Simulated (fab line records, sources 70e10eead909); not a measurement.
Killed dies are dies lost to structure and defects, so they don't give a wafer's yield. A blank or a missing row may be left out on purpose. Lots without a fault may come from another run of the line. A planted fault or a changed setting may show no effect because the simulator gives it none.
Tool commonality check | flow nand_harc | 12 lots, 36 wafers sampled

WHY IT WAS OPENED
At NHARC_P_GATE_CD_MEAS_46 the reading cd_nm is flagged on 1 of 12 lots. Wafers without a fault read 720.5 nm, standard deviation 1.8.
Rule: a lot is flagged when every wafer of it that has a number lies more than 4 standard deviations from that mean, or none has a number. The other lots count as sound.

lot  | measured     | on        | cd_nm (nm), wafer by wafer | flag
L600 | day 5 17:17  | cd_sem-02 | 719.5 720.0 722.0          |
L601 | day 5 22:40  | cd_sem-03 | 723.2 718.2 721.5          |
L602 | day 6 07:58  | cd_sem-03 | 722.0 720.5 720.4          |
L603 | day 6 23:25  | cd_sem-02 | 721.7 722.9 722.5          |
L605 | day 7 11:29  | cd_sem-03 | 719.2 720.7 720.3          |
L607 | day 8 16:13  | cd_sem-02 | 720.2 720.7 721.2          |
L610 | day 9 17:23  | cd_sem-03 | 719.3 722.2 721.1          |
L611 | day 10 07:13 | cd_sem-03 | 723.7 720.6 720.0          |
L612 | day 10 11:32 | cd_sem-02 | 669.2 667.4 667.5          | FLAGGED
L622 | day 14 10:04 | cd_sem-03 | 719.8 719.5 720.4          |
L621 | day 14 11:53 | cd_sem-03 | 720.2 717.6 718.7          |
L623 | day 14 23:52 | cd_sem-02 | 717.2 717.8 720.4          |
The numbers of the flagged lots are 668.0 nm on average: -52.5 nm against the usual, or -29 standard deviations.

WHICH TOOL RAN EACH LOT
The record holds 2 process steps before the reading, out of a route of 1302 steps. In each cell: the tool, then ch and the chambers that the sampled wafers went through, then the start.
lot  | flag    | NHARC_P_GATE_ETCHBACK_37                      | NHARC_P_GATE_EXPOSE_43
L600 |         | rie_diel-11 ch 0,1,2, day 5 17:07 or earlier  | krf_scanner-03 ch 0, day 5 17:07
L601 |         | rie_diel-11 ch 1,2, day 5 22:31 or earlier    | krf_scanner-03 ch 0, day 5 22:31
L602 |         | rie_diel-11 ch 0,2, day 6 07:49 or earlier    | krf_scanner-02 ch 0, day 6 07:49
L603 |         | rie_diel-11 ch 0,2,3, day 6 23:16 or earlier  | krf_scanner-03 ch 0, day 6 23:16
L605 |         | rie_diel-11 ch 2,3, day 7 11:20 or earlier    | krf_scanner-01 ch 0, day 7 11:20
L607 |         | rie_diel-06 ch 1,2,3, day 8 16:04 or earlier  | krf_scanner-01 ch 0, day 8 16:04
L610 |         | rie_diel-04 ch 0,2,3, day 9 17:14 or earlier  | krf_scanner-03 ch 0, day 9 17:14
L611 |         | rie_diel-11 ch 2,3, day 10 07:04 or earlier   | krf_scanner-02 ch 0, day 10 07:04
L612 | FLAGGED | rie_diel-04 ch 0,1, day 10 11:23 or earlier   | krf_scanner-02 ch 0, day 10 11:23
L622 |         | rie_diel-04 ch 0,1,2, day 14 09:55 or earlier | krf_scanner-02 ch 0, day 14 09:55
L621 |         | rie_diel-11 ch 2,3, day 14 11:43 or earlier   | krf_scanner-01 ch 0, day 14 11:43
L623 |         | rie_diel-11 ch 0,2, day 14 23:43 or earlier   | krf_scanner-02 ch 0, day 14 23:43
What these steps do:
- NHARC_P_GATE_ETCHBACK_37: etches the open film in CHF3/O2, target depth 34.5 nm, time 17.2 s.
- NHARC_P_GATE_EXPOSE_43: exposes mask P NSD, target cd 720 nm.
- NHARC_P_GATE_CD_MEAS_46: target cd 720 nm.

FLAGGED OVER TOTAL, TOOL BY TOOL (the gauges that took the reading come last)
step                     | tool           | lots run | flagged | share of the flagged lots | sound lots run after its first flagged lot
NHARC_P_GATE_ETCHBACK_37 | rie_diel-04    | 3        | 1       | all                       | 1 (L622)
NHARC_P_GATE_ETCHBACK_37 | rie_diel-06    | 1        | 0       | none                      | -
NHARC_P_GATE_ETCHBACK_37 | rie_diel-11    | 8        | 0       | none                      | -
NHARC_P_GATE_EXPOSE_43   | krf_scanner-01 | 3        | 0       | none                      | -
NHARC_P_GATE_EXPOSE_43   | krf_scanner-02 | 5        | 1       | all                       | 2 (L622,L623)
NHARC_P_GATE_EXPOSE_43   | krf_scanner-03 | 4        | 0       | none                      | -
NHARC_P_GATE_CD_MEAS_46  | cd_sem-02      | 5        | 1       | all                       | 1 (L623)
NHARC_P_GATE_CD_MEAS_46  | cd_sem-03      | 7        | 0       | none                      | -
NHARC_P_GATE_ETCHBACK_37 gives no start for some lots, so the hours and the order of its lots are those of NHARC_P_GATE_EXPOSE_43.

WHAT THE TABLE ALLOWS
3 rows of the table ran every flagged lot: rie_diel-04 at NHARC_P_GATE_ETCHBACK_37, krf_scanner-02 at NHARC_P_GATE_EXPOSE_43, cd_sem-02 at NHARC_P_GATE_CD_MEAS_46.
- rie_diel-04 at NHARC_P_GATE_ETCHBACK_37: 1 of its 3 lots flagged. Sound lots ran on it after the first flagged one (L622), which a lasting fault on the whole tool wouldn't allow.
- krf_scanner-02 at NHARC_P_GATE_EXPOSE_43: 1 of its 5 lots flagged. Sound lots ran on it after the first flagged one (L622, L623), which a lasting fault on the whole tool wouldn't allow.
- cd_sem-02 at NHARC_P_GATE_CD_MEAS_46: 1 of its 5 lots flagged. Sound lots ran on it after the first flagged one (L623), which a lasting fault on the whole tool wouldn't allow.
No row of the table ran every flagged lot and no sound lot after the first.

WHAT THE SIMULATOR HAD PUT IN
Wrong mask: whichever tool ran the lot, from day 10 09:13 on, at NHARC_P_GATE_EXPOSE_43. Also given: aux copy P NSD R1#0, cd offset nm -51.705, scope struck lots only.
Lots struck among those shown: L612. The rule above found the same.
